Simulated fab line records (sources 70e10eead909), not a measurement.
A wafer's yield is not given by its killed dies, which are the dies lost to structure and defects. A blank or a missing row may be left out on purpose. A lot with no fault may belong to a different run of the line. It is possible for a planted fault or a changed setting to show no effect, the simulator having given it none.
What tool caused it? + flow nand_harc + 11 lots with 33 wafers sampled at 3 steps, on a route of 1159 steps

WHAT THE GAUGES READ, wafer by wafer
NHARC_A_CONTACT_CD_MEAS_08: target cd 100 nm.
| lot  | measured     | on        | cd_nm (nm)       |
|------|--------------|-----------|------------------|
| L694 | day 17 02:10 | cd_sem-01 | 99.3 100.3 100.4 |
| L695 | day 17 04:26 | cd_sem-01 | 99.5 100.0 100.0 |
| L698 | day 17 09:34 | cd_sem-03 | 100.5 99.9 100.3 |
| L699 | day 18 09:52 | cd_sem-03 | 102.1 99.9 100.5 |
| L702 | day 18 23:47 | cd_sem-03 | 99.6 99.0 99.8   |
| L704 | day 19 10:17 | cd_sem-03 | 99.1 99.2 99.5   |
| L705 | day 20 08:02 | cd_sem-01 | 100.2 100.3 99.9 |
| L710 | day 21 04:08 | cd_sem-03 | 99.0 100.1 100.1 |
| L717 | day 22 10:45 | cd_sem-01 | 100.2 98.9 100.4 |
| L716 | day 22 14:50 | cd_sem-03 | 99.1 100.2 100.8 |
| L714 | day 22 19:06 | cd_sem-01 | 100.0 100.3 99.9 |

WHICH TOOL RAN EACH LOT (tool, then ch and the chambers of the sampled wafers, then the start)
| lot  | NHARC_A_CONTACT_ETCH_130             | NHARC_A_CONTACT_ETCH_133             |
|------|--------------------------------------|--------------------------------------|
| L694 | har_cap_etch-01 ch 0,1, day 16 21:46 | har_cap_etch-01 ch 0,1, day 16 22:11 |
| L695 | har_cap_etch-01 ch 0,1, day 16 23:25 | har_cap_etch-01 ch 0,1, day 16 23:53 |
| L698 | har_cap_etch-03 ch 0,1, day 17 05:13 | har_cap_etch-03 ch 0,1, day 17 05:38 |
| L699 | har_cap_etch-02 ch 0,1, day 18 04:44 | har_cap_etch-02 ch 0,1, day 18 05:11 |
| L702 | har_cap_etch-02 ch 0,1, day 18 19:13 | har_cap_etch-02 ch 0,1, day 18 19:38 |
| L704 | har_cap_etch-02 ch 0,1, day 19 05:46 | har_cap_etch-02 ch 0,1, day 19 06:14 |
| L705 | har_cap_etch-02 ch 0,1, day 20 03:53 | har_cap_etch-02 ch 0,1, day 20 04:22 |
| L710 | har_cap_etch-01 ch 0, day 20 22:36   | har_cap_etch-01 ch 0, day 20 23:03   |
| L717 | har_cap_etch-01 ch 0,1, day 22 06:19 | har_cap_etch-01 ch 0,1, day 22 06:44 |
| L716 | har_cap_etch-03 ch 0,1, day 22 09:05 | har_cap_etch-03 ch 0,1, day 22 09:34 |
| L714 | har_cap_etch-01 ch 0,1, day 22 10:29 | har_cap_etch-01 ch 0,1, day 22 10:56 |
- NHARC_A_CONTACT_ETCH_130: etches the open film in C4F8/O2/Ar, time 155 s, target depth 956 nm.
- NHARC_A_CONTACT_ETCH_133: etches the open film in C4F8/O2/Ar, time 195 s, target depth 840 nm.

THE ANSWER, worked out from the rows above alone
Rule: the lots themselves supply what counts as usual. The widest of any qualifying gaps counts: lots, ordered by their means at a reading, are off when they make up no more than a third of the lots, leave a main group of 4 or more, and stand apart from it by 3 or more times the standard deviation of that group's means. Not used: any main group whose means are identical at the precision the tables above print for the reading. Also off: a lot with no number at a reading for which 4 or more lots have one. All remaining lots with rows at the step are treated as sound.
None of the lots is off at any reading shown; this tells nothing.

WHAT THE SIMULATOR HAD INSERTED
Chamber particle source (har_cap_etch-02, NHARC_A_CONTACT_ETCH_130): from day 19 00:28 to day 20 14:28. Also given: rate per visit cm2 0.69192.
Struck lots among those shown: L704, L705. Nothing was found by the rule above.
